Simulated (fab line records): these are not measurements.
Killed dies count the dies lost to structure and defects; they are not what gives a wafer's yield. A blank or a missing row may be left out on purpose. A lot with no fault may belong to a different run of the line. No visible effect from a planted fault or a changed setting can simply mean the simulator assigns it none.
The tool behind it: which one? | flow n5-finfet | 8 lots with 23 wafers sampled at 8 steps, on a route of 1938 steps

## WHAT EACH GAUGE READ, for each wafer
N5_BEOL_M4_RC_MEAS_101.
lot  | measured     | on        | DIBL_N (mV/V)  | DIBL_P (mV/V)  | IOFF_N (nA/um) | IOFF_P (nA/um) | ION_N (uA/um) | ION_P (uA/um) | SS_N (mV/dec)  | SS_P (mV/dec)  | VT_N (mV)   | VT_P (mV)
L835 | day 8 15:29  | prober-01 | 35.6 39.3 37.9 | 34.3 38.9 37.1 | 0.13 0.22 0.19 | 0.14 0.20 0.18 | 654 684 686   | 441 455 455   | 71.5 73.0 72.5 | 72.4 73.8 73.3 | 255 247 249 | -257 -256 -254
L837 | day 9 05:58  | prober-01 | 35.3 36.9 31.4 | 35.4 36.0 29.3 | 0.15 0.16 0.09 | 0.19 0.18 0.12 | 690 677 657   | 464 453 449   | 71.8 71.4 70.0 | 73.3 72.7 71.3 | 245 250 256 | -253 -255 -259
L839 | day 9 08:56  | prober-02 | 39.0 32.9 37.2 | 37.7 31.1 35.9 | 0.24 0.12 0.20 | 0.23 0.15 0.21 | 679 672 688   | 456 463 465   | 72.0 70.8 72.7 | 74.2 72.4 73.9 | 245 255 245 | -248 -252 -248
L840 | day 9 12:27  | prober-02 | 35.6 33.2 32.8 | 35.9 32.4 32.0 | 0.15 0.11 0.11 | 0.20 0.14 0.15 | 677 669 647   | 461 459 454   | 71.1 70.3 71.4 | 73.5 71.7 72.9 | 253 255 253 | -249 -254 -253
L843 | day 10 10:13 | prober-01 | 33.8 33.4      | 33.4 32.0      | 0.12 0.12      | 0.20 0.17      | 660 666       | 461 464       | 70.9 71.6      | 73.0 72.0      | 255 251     | -249 -251
L845 | day 10 15:20 | prober-01 | 36.0 36.2 37.3 | 34.6 34.6 35.1 | 0.13 0.15 0.15 | 0.21 0.20 0.19 | 649 677 661   | 450 466 450   | 71.0 71.3 71.3 | 73.0 73.2 72.4 | 250 246 249 | -251 -252 -251
L855 | day 13 15:20 | prober-01 | 35.9 39.2 35.8 | 34.1 39.1 33.8 | 0.13 0.20 0.13 | 0.15 0.22 0.14 | 656 709 668   | 449 469 445   | 71.6 72.2 71.5 | 72.8 74.6 73.2 | 255 245 254 | -254 -253 -261
L858 | day 14 14:02 | prober-02 | 38.0 36.1 36.0 | 40.0 37.1 36.9 | 0.22 0.18 0.17 | 0.26 0.23 0.21 | 710 701 689   | 477 476 467   | 72.6 71.7 71.4 | 73.7 73.3 73.6 | 242 247 246 | -247 -250 -250

N5_BEOL_M9_CD_MEAS_28 targets a cd of 70 nm.
lot  | measured     | on        | cd-nm (nm)
L835 | day 10 11:32 | cd-sem-01 | 70.51 70.53 69.61
L837 | day 11 03:31 | cd-sem-02 | 69.93 69.76 69.78
L839 | day 11 11:59 | cd-sem-01 | 70.05 70.16 70.24
L840 | day 11 11:49 | cd-sem-03 | 69.49 70.05 69.50
L843 | day 12 10:16 | cd-sem-03 | 69.63 69.72
L845 | day 12 17:34 | cd-sem-02 | 70.07 70.24 69.54
L855 | day 15 05:44 | cd-sem-01 | 69.44 70.13 69.86
L858 | day 16 10:55 | cd-sem-02 | 70.50 70.55 70.45

N5_BEOL_M9_OVL_MEAS_29.
lot  | measured     | on         | V8_OVL (nm)
L835 | day 10 11:34 | overlay-02 | 2.0 1.4 0.4
L837 | day 11 03:32 | overlay-01 | 0.2 1.2 0.7
L839 | day 11 12:01 | overlay-02 | 0.3 0.7 -0.1
L840 | day 11 11:52 | overlay-02 | -0.1 -0.2 0.7
L843 | day 12 10:18 | overlay-01 | -0.2 -0.5
L845 | day 12 17:36 | overlay-01 | -0.4 -0.7 -0.2
L855 | day 15 05:47 | overlay-02 | 0.1 1.4 0.9
L858 | day 16 10:56 | overlay-01 | 0.9 -0.5 0.1

N5_BEOL_M9_OCD_MEAS_38.
lot  | measured     | on     | trench-depth-nm (nm)
L835 | day 10 12:14 | ocd-01 | 151.2 146.5 147.0
L837 | day 11 04:19 | ocd-02 | 147.6 148.0 147.6
L839 | day 11 12:37 | ocd-02 | 151.1 150.9 152.9
L840 | day 11 12:40 | ocd-01 | 154.7 154.8 154.2
L843 | day 12 11:01 | ocd-02 | 72.0 -
L845 | day 12 18:22 | ocd-02 | 150.0 1.6 3.5
L855 | day 15 06:19 | ocd-02 | 153.9 154.2 152.8
L858 | day 16 11:29 | ocd-01 | 149.6 151.1 149.9

N5_BEOL_M9_CD_MEAS_35: target cd 70 nm, target cd y 40 nm.
lot  | measured     | on        | cd-nm (nm)
L835 | day 10 12:23 | cd-sem-01 | 70.2 70.5 69.3
L837 | day 11 04:28 | cd-sem-02 | 71.1 71.0 71.6
L839 | day 11 12:46 | cd-sem-01 | 69.6 69.7 69.5
L840 | day 11 12:49 | cd-sem-01 | 71.2 71.9 71.4
L843 | day 12 11:10 | cd-sem-02 | 70.1 -
L845 | day 12 18:31 | cd-sem-02 | 70.5 - -
L855 | day 15 06:28 | cd-sem-03 | 70.8 70.7 70.7
L858 | day 16 11:38 | cd-sem-01 | 71.5 70.5 70.8

## WHAT TOOL EACH LOT RAN ON (gives the tool, then ch and the chambers of the sampled wafers, and finally the start)
lot  | N5_BEOL_M9_HM_DEP_02         | N5_BEOL_M9_STRIP_19                | N5_BEOL_M9_VIA_ETCH_34
L835 | pvd-sputter-02, day 10 08:43 | rie-diel-02 ch 0,2,3, day 10 10:06 | rie-diel-04 ch 1,2, day 10 11:57
L837 | pvd-sputter-02, day 10 21:57 | rie-diel-02 ch 0,1,3, day 10 23:07 | rie-diel-04 ch 2,3, day 11 04:02
L839 | pvd-sputter-02, day 11 10:17 | rie-diel-06 ch 0,3, day 11 11:19   | rie-diel-06 ch 0,3, day 11 12:20
L840 | pvd-sputter-02, day 11 10:11 | rie-diel-06 ch 0,3, day 11 11:10   | rie-diel-02 ch 0,1, day 11 12:17
L843 | pvd-sputter-02, day 12 08:22 | rie-diel-02 ch 0,3, day 12 09:29   | rie-diel-02 ch 0,1, day 12 10:44
L845 | pvd-sputter-02, day 12 14:44 | rie-diel-02 ch 0,3, day 12 15:35   | rie-diel-04 ch 0,1, day 12 17:58
L855 | pvd-sputter-02, day 15 03:58 | rie-diel-02 ch 0,3, day 15 05:11   | rie-diel-02 ch 0,3, day 15 06:02
L858 | pvd-sputter-03, day 16 08:12 | rie-diel-02 ch 0,1,3, day 16 09:03 | rie-diel-04 ch 0,1,2, day 16 11:13
- N5_BEOL_M9_HM_DEP_02: deposits TiN, target thk 20 nm.
- N5_BEOL_M9_STRIP_19: strips in O2.
- N5_BEOL_M9_VIA_ETCH_34: etches SiCOH lowk in C4F6/O2, target depth 182.4 nm, time 68.4 s.

## AS READ BY THE TOOLS THEMSELVES (means over the sampled wafers that have a number; for cases with no such wafer, the mark the record gives instead)
N5_BEOL_M9_HM_DEP_02.
lot  | tool           | throttle-valve-pct (%)
L835 | pvd-sputter-02 | 30.5
L837 | pvd-sputter-02 | 30.4
L839 | pvd-sputter-02 | 30.3
L840 | pvd-sputter-02 | 30.3
L843 | pvd-sputter-02 | 30.1
L845 | pvd-sputter-02 | 30.2
L855 | pvd-sputter-02 | 30.7
L858 | pvd-sputter-03 | 31.2

N5_BEOL_M9_STRIP_19.
lot  | tool        | drypump-motor-current-A (A) | oes-product-au (a.u.) | rf-vpp-V (V) | showerhead-plenum-p-Torr (Torr) | throttle-valve-pct (%)
L835 | rie-diel-02 | 5.6                         | 0.72                  | 3.9          | 2.03                            | 16.8
L837 | rie-diel-02 | 5.7                         | 0.77                  | 4.0          | 2.03                            | 16.8
L839 | rie-diel-06 | 5.3                         | 0.75                  | 3.9          | 2.00                            | 16.9
L840 | rie-diel-06 | 5.3                         | 0.79                  | 4.1          | 2.02                            | 16.9
L843 | rie-diel-02 | 5.5                         | 0.75                  | 3.7          | 2.02                            | 17.0
L845 | rie-diel-02 | 5.7                         | 0.74                  | 3.5          | 2.03                            | 17.0
L855 | rie-diel-02 | 5.4                         | 0.74                  | 3.9          | 2.01                            | 17.1
L858 | rie-diel-02 | 5.6                         | 0.74                  | 3.3          | 2.02                            | 16.9

N5_BEOL_M9_VIA_ETCH_34.
lot  | tool        | drypump-motor-current-A (A) | oes-product-au (a.u.) | rf-vpp-V (V) | showerhead-plenum-p-Torr (Torr) | throttle-valve-pct (%)
L835 | rie-diel-04 | 6.2                         | 0.71                  | 679          | 2.90                            | 21.1
L837 | rie-diel-04 | 5.6                         | 0.69                  | 671          | 2.95                            | 21.1
L839 | rie-diel-06 | 5.3                         | 0.78                  | 664          | 2.75                            | 21.2
L840 | rie-diel-02 | 5.9                         | 0.79                  | 642          | 2.78                            | 20.9
L843 | rie-diel-02 | 6.0                         | 0.41                  | 644          | 2.79                            | 20.9
L845 | rie-diel-04 | 6.2                         | 0.47                  | 688          | 2.80                            | 20.5
L855 | rie-diel-02 | 5.4                         | 0.73                  | 669          | 2.77                            | 21.5
L858 | rie-diel-04 | 6.1                         | 0.83                  | 673          | 2.83                            | 20.8

## THE ANSWER, worked out from the rows above alone
Rule: the usual values come from the lots themselves. The widest of any qualifying gaps counts: lots, ordered by their means at a reading, are off when they make up no more than a third of the lots, leave a main group of 4 or more, and stand apart from it by 3 or more times the standard deviation of that group's means. A main group is skipped when, at the precision printed for the reading in the tables above, its means are all equal. A lot without any number at a reading at which 4 lots or more have one is off too. The other lots that the step has rows for count as sound. Order of review: gauges by route order, followed by the tools' own readings, for which a lot's mean as printed above is used. The first step at which some lot is off is used, and at that step the reading that is off furthest; a lot without a number counts as furthest.
Off, at N5_BEOL_M9_OCD_MEAS_38 on trench-depth-nm: L843, L845. For the main group the mean is 151.0 nm and the standard deviation 2.6.
If a tool, at a process step before that reading, ran all the lots that are off and no sound lot after the first of them, it fits. Not tried: the gauges at N5_BEOL_M9_OCD_MEAS_38; whatever is off there is also off at N5_BEOL_M9_VIA_ETCH_34, on other tools, and gauge error can't account for it. No candidate that was tried fits.

## WHAT THE SIMULATOR HAD INSERTED
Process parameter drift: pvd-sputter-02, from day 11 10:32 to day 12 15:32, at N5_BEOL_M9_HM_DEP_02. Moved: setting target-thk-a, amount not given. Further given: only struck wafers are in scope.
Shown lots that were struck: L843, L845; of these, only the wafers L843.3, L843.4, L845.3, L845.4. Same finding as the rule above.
